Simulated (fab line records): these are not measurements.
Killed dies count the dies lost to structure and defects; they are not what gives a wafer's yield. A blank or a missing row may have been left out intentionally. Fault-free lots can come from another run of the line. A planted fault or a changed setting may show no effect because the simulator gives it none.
Matching of chambers -- flow n5_finfet -- N5_SD_EPI_N_SD_RECESS_17 on rie_si-05: 4 sister chambers
The step chemistry HBr/Cl2/O2, target depth 41 nm, time 23.7 s, bt time 3 s. 8 wafers are shown with their chamber, then 7 later ones without.

WAFERS WITH THEIR CHAMBER
wafer,chamber,throttle_valve_pct (%),drypump_motor_current_A (A)
L939.5,0,37.2,5.7
L940.4,1,37.2,5.4
L940.5,0,37.2,5.8
L942.1,3,38.1,6.5
L942.4,2,37.4,4.8
L942.5,2,37.4,4.8
L943.1,1,37.2,5.5
L943.4,3,38.2,6.4

WAFERS WHOSE CHAMBER IS MISSING
wafer,throttle_valve_pct (%),drypump_motor_current_A (A)
L943.5,37.4,4.8
L944.1,37.2,5.8
L944.3,38.2,6.5
L944.6,37.4,4.8
L947.2,37.2,5.7
L947.3,38.2,6.5
L947.5,37.4,4.8

EACH ONE'S CHAMBER
wafer,from the rows above,in truth
L943.5,2,2
L944.1,0,0
L944.3,3,3
L944.6,2,2
L947.2,0,0
L947.3,3,3
L947.5,2,2
Placed correctly: 7 of 7. From these rows, 0 cannot be placed. Wrongly placed: 0.
How it was worked out, from the rows above alone: a wafer's distance from a chamber is the root of the sum, over the readings, of the square of ((its reading less the chamber's mean) divided by the reading's scatter). If the next closest chamber is less than 2 further off than the closest, the wafer can't be placed; otherwise it belongs to the closest. For every chamber, the mean is computed from those of its wafers that are shown. The scatter is the square root of a quotient: the sum, over the shown wafers, of each reading's squared deviation from its chamber's mean, divided by wafers minus chambers.
